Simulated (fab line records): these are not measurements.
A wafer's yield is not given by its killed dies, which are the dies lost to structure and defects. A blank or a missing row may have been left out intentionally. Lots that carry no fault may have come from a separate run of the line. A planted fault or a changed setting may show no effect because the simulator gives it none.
Matching of chambers || flow n5_finfet || 4 sister chambers for N5_SD_EPI_N_ETCH_35 on rie_diel-05
The step etches SOC in N2/H2, overetch 108 nm, time 486 s. 16 wafers are shown with their chamber, then 8 later ones without.

== WAFERS WITH THEIR CHAMBER ==
{"wafer": "L077.2", "chamber": 3, "showerhead_plenum_p_Torr (Torr)": 2.47, "throttle_valve_pct (%)": 23.82, "oes_product_au (a.u.)": 0.76}
{"wafer": "L077.5", "chamber": 2, "showerhead_plenum_p_Torr (Torr)": 2.64, "throttle_valve_pct (%)": 23.95, "oes_product_au (a.u.)": 0.67}
{"wafer": "L077.6", "chamber": 1, "showerhead_plenum_p_Torr (Torr)": 2.56, "throttle_valve_pct (%)": 23.82, "oes_product_au (a.u.)": 0.73}
{"wafer": "L079.1", "chamber": 3, "showerhead_plenum_p_Torr (Torr)": 2.46, "throttle_valve_pct (%)": 23.83, "oes_product_au (a.u.)": 0.76}
{"wafer": "L079.3", "chamber": 0, "showerhead_plenum_p_Torr (Torr)": 2.70, "throttle_valve_pct (%)": 24.02, "oes_product_au (a.u.)": 0.77}
{"wafer": "L079.5", "chamber": 1, "showerhead_plenum_p_Torr (Torr)": 2.56, "throttle_valve_pct (%)": 23.81, "oes_product_au (a.u.)": 0.72}
{"wafer": "L084.2", "chamber": 2, "showerhead_plenum_p_Torr (Torr)": 2.63, "throttle_valve_pct (%)": 23.96, "oes_product_au (a.u.)": 0.66}
{"wafer": "L084.4", "chamber": 0, "showerhead_plenum_p_Torr (Torr)": 2.70, "throttle_valve_pct (%)": 24.05, "oes_product_au (a.u.)": 0.77}
{"wafer": "L084.5", "chamber": 1, "showerhead_plenum_p_Torr (Torr)": 2.56, "throttle_valve_pct (%)": 23.83, "oes_product_au (a.u.)": 0.71}
{"wafer": "L086.2", "chamber": 1, "showerhead_plenum_p_Torr (Torr)": 2.55, "throttle_valve_pct (%)": 23.86, "oes_product_au (a.u.)": 0.70}
{"wafer": "L086.3", "chamber": 0, "showerhead_plenum_p_Torr (Torr)": 2.69, "throttle_valve_pct (%)": 24.04, "oes_product_au (a.u.)": 0.76}
{"wafer": "L086.4", "chamber": 3, "showerhead_plenum_p_Torr (Torr)": 2.46, "throttle_valve_pct (%)": 23.84, "oes_product_au (a.u.)": 0.74}
{"wafer": "L092.1", "chamber": 0, "showerhead_plenum_p_Torr (Torr)": 2.69, "throttle_valve_pct (%)": 24.05, "oes_product_au (a.u.)": 0.75}
{"wafer": "L092.2", "chamber": 1, "showerhead_plenum_p_Torr (Torr)": 2.55, "throttle_valve_pct (%)": 23.85, "oes_product_au (a.u.)": 0.70}
{"wafer": "L092.6", "chamber": 0, "showerhead_plenum_p_Torr (Torr)": 2.69, "throttle_valve_pct (%)": 24.04, "oes_product_au (a.u.)": 0.75}
{"wafer": "L094.1", "chamber": 0, "showerhead_plenum_p_Torr (Torr)": 2.69, "throttle_valve_pct (%)": 24.06, "oes_product_au (a.u.)": 0.74}

SIGNATURES (means of the wafers above)
{"reading": "showerhead_plenum_p_Torr", "chamber 0": 2.6933, "chamber 1": 2.5560, "chamber 2": 2.6350, "chamber 3": 2.4633, "scatter within a chamber": 0.00555}
{"reading": "throttle_valve_pct", "chamber 0": 24.0433, "chamber 1": 23.8340, "chamber 2": 23.9550, "chamber 3": 23.8300, "scatter within a chamber": 0.0156}
{"reading": "oes_product_au", "chamber 0": 0.7567, "chamber 1": 0.7120, "chamber 2": 0.6650, "chamber 3": 0.7533, "scatter within a chamber": 0.012}
Rule: distance of a wafer from a chamber = root of the sum over the readings of ((wafer's reading minus chamber's mean) / reading's scatter) squared. The wafer belongs to the nearest chamber; if the next one is less than 2 further off, it can't be placed. The scatter: take each reading less its chamber's mean, square it, sum over the shown wafers, divide by the number of wafers less the number of chambers, and take the root.

== WAFERS MISSING THEIR CHAMBER ==
{"wafer": "L094.2", "showerhead_plenum_p_Torr (Torr)": 2.63, "throttle_valve_pct (%)": 24.00, "oes_product_au (a.u.)": 0.66}
{"wafer": "L094.3", "showerhead_plenum_p_Torr (Torr)": 2.45, "throttle_valve_pct (%)": 23.87, "oes_product_au (a.u.)": 0.73}
{"wafer": "L095.4", "showerhead_plenum_p_Torr (Torr)": 2.63, "throttle_valve_pct (%)": 23.99, "oes_product_au (a.u.)": 0.66}
{"wafer": "L095.5", "showerhead_plenum_p_Torr (Torr)": 2.69, "throttle_valve_pct (%)": 24.09, "oes_product_au (a.u.)": 0.74}
{"wafer": "L095.6", "showerhead_plenum_p_Torr (Torr)": 2.45, "throttle_valve_pct (%)": 23.87, "oes_product_au (a.u.)": 0.73}
{"wafer": "L097.1", "showerhead_plenum_p_Torr (Torr)": 2.45, "throttle_valve_pct (%)": 23.88, "oes_product_au (a.u.)": 0.73}
{"wafer": "L097.2", "showerhead_plenum_p_Torr (Torr)": 2.68, "throttle_valve_pct (%)": 24.06, "oes_product_au (a.u.)": 0.74}
{"wafer": "L097.5", "showerhead_plenum_p_Torr (Torr)": 2.55, "throttle_valve_pct (%)": 23.87, "oes_product_au (a.u.)": 0.70}

== EACH ONE'S CHAMBER ==
{"wafer": "L094.2", "from the rows above": 2, "in truth": 2}
{"wafer": "L094.3", "from the rows above": 3, "in truth": 3}
{"wafer": "L095.4", "from the rows above": 2, "in truth": 2}
{"wafer": "L095.5", "from the rows above": 0, "in truth": 0}
{"wafer": "L095.6", "from the rows above": 3, "in truth": 3}
{"wafer": "L097.1", "from the rows above": 3, "in truth": 3}
{"wafer": "L097.2", "from the rows above": 0, "in truth": 0}
{"wafer": "L097.5", "from the rows above": 1, "in truth": 1}
Correct placement for 8 of the 8. From these rows, 0 cannot be placed. Placed wrongly: 0.
